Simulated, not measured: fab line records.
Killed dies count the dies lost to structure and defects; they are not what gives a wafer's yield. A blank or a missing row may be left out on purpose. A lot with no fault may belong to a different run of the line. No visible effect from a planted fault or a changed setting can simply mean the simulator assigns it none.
Which of the tools did it? | flow nand-harc | 13 lots with 39 wafers sampled at 3 steps, on a route of 1302 steps

== WHAT THE GAUGES SHOWED, per wafer ==
NHARC_A_M0_CD_MEAS_09: the cd target is 80 nm.
lot  | measured     | on        | cd-nm (nm)
L362 | day 23 04:45 | cd-sem-03 | 80.1 81.0 79.9
L364 | day 23 13:37 | cd-sem-03 | 78.7 79.4 79.1
L365 | day 23 14:51 | cd-sem-01 | 79.9 79.7 79.9
L367 | day 24 11:10 | cd-sem-03 | 80.4 80.8 80.8
L368 | day 25 02:31 | cd-sem-01 | 79.7 80.0 81.0
L369 | day 25 05:40 | cd-sem-03 | 79.7 79.3 80.1
L370 | day 26 14:44 | cd-sem-01 | 80.6 80.5 79.6
L372 | day 26 16:06 | cd-sem-01 | 79.8 79.3 78.7
L371 | day 26 20:28 | cd-sem-03 | 80.2 79.7 80.5
L380 | day 30 10:29 | cd-sem-01 | 66.7 79.1 76.6
L383 | day 31 18:48 | cd-sem-02 | 79.6 80.8 79.5
L384 | day 32 01:43 | cd-sem-02 | 80.2 79.8 80.2
L385 | day 32 11:49 | cd-sem-02 | 79.9 79.7 79.3

== WHAT TOOL EACH LOT RAN ON (gives the tool, then ch and the chambers of the sampled wafers, and finally the start) ==
lot  | NHARC_A_BLC_PVD_32                      | NHARC_A_M0_EXPOSE_06
L362 | pvd-sputter-03, day 23 04:37 or earlier | arfi-scanner-03 ch 0, day 23 04:37
L364 | pvd-sputter-02, day 23 13:28 or earlier | arfi-scanner-02 ch 0, day 23 13:28
L365 | pvd-sputter-01, day 23 14:43 or earlier | arfi-scanner-01 ch 0, day 23 14:43
L367 | pvd-sputter-03, day 24 11:01 or earlier | arfi-scanner-02 ch 0, day 24 11:01
L368 | pvd-sputter-01, day 25 02:23 or earlier | arfi-scanner-02 ch 0, day 25 02:23
L369 | pvd-sputter-02, day 25 05:32 or earlier | arfi-scanner-03 ch 0, day 25 05:32
L370 | pvd-sputter-01, day 26 14:36 or earlier | arfi-scanner-02 ch 0, day 26 14:36
L372 | pvd-sputter-03, day 26 15:57 or earlier | arfi-scanner-01 ch 0, day 26 15:57
L371 | pvd-sputter-03, day 26 20:20 or earlier | arfi-scanner-01 ch 0, day 26 20:20
L380 | pvd-sputter-03, day 30 10:21 or earlier | arfi-scanner-02 ch 0, day 30 10:21
L383 | pvd-sputter-03, day 31 18:40 or earlier | arfi-scanner-03 ch 0, day 31 18:40
L384 | pvd-sputter-03, day 32 01:34 or earlier | arfi-scanner-01 ch 0, day 32 01:34
L385 | pvd-sputter-01, day 32 11:41 or earlier | arfi-scanner-03 ch 0, day 32 11:41
- NHARC_A_BLC_PVD_32: deposits Ti, target thk 5 nm, time 17.7 s.
- NHARC_A_M0_EXPOSE_06: exposes mask A M0, target cd 80 nm.

== WHAT THE TOOLS THEMSELVES READ (means of the sampled wafers that have a number; where no wafer has one, the mark that the record gives instead) ==
NHARC_A_BLC_PVD_32.
lot  | tool           | throttle-valve-pct (%)
L362 | pvd-sputter-03 | 29.5
L364 | pvd-sputter-02 | 30.7
L365 | pvd-sputter-01 | 29.6
L367 | pvd-sputter-03 | 29.5
L368 | pvd-sputter-01 | 30.4
L369 | pvd-sputter-02 | 30.5
L370 | pvd-sputter-01 | 29.9
L372 | pvd-sputter-03 | 29.5
L371 | pvd-sputter-03 | 29.6
L380 | pvd-sputter-03 | 29.7
L383 | pvd-sputter-03 | 29.3
L384 | pvd-sputter-03 | 29.2
L385 | pvd-sputter-01 | 29.6

NHARC_A_M0_EXPOSE_06.
lot  | tool            | exposure-dose-mJ-cm2
L362 | arfi-scanner-03 | 83.18
L364 | arfi-scanner-02 | 83.28
L365 | arfi-scanner-01 | 83.22
L367 | arfi-scanner-02 | 83.27
L368 | arfi-scanner-02 | 83.31
L369 | arfi-scanner-03 | 83.31
L370 | arfi-scanner-02 | 83.25
L372 | arfi-scanner-01 | 83.35
L371 | arfi-scanner-01 | 83.27
L380 | arfi-scanner-02 | 89.48
L383 | arfi-scanner-03 | 83.22
L384 | arfi-scanner-01 | 83.21
L385 | arfi-scanner-03 | 83.27

== THE ANSWER, worked out from the rows above alone ==
Rule: what is usual is taken from the lots themselves. The widest of any qualifying gaps counts: lots, ordered by their means at a reading, are off when they make up no more than a third of the lots, leave a main group of 4 or more, and stand apart from it by 3 or more times the standard deviation of that group's means. The tables above print the reading to a certain number of digits; a main group whose means all agree to those digits is not used. A lot without any number at a reading at which 4 lots or more have one is off too. Where the step has rows for the other lots, those lots are counted as sound. The gauges are gone through in route order, then the tools' own readings, and for those a lot's mean is taken as printed above. At the first step where some lot is off, the reading lying furthest off is the one used; lots without a number count as furthest.
Off: L380, at NHARC_A_M0_CD_MEAS_09 (cd-nm). The main group has a mean of 79.9 nm with a standard deviation of 0.44.
A tool fits if, at a process step before that reading, it ran every lot that is off, and no sound lot after the first of them. The gauges at NHARC_A_M0_CD_MEAS_09 aren't tried: what is off there is off at NHARC_A_M0_EXPOSE_06 too, on other tools, and a gauge's error can't cause that. NHARC_A_BLC_PVD_32: start missing for some lots; hours and lot order therefore follow NHARC_A_M0_EXPOSE_06. One candidate fits, namely arfi-scanner-02 at NHARC_A_M0_EXPOSE_06. A fault onset in the window from L370 (day 26 14:36, its last sound lot) to L380 (day 30 10:21, its first lot off) fits.
The tool's own readings at NHARC_A_M0_EXPOSE_06 bear it out: on the lots that are off they differ by more than 5 times the standard deviation of the sound lots' means. exposure-dose-mJ-cm2 reads 89.48 there against 83.26 on the sound lots.

== WHAT THE SIMULATOR HAD PUT IN ==
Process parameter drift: arfi-scanner-02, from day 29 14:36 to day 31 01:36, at NHARC_A_M0_EXPOSE_06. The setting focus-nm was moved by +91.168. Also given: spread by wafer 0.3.
Shown lots that were struck: L380. The rule above found the same.
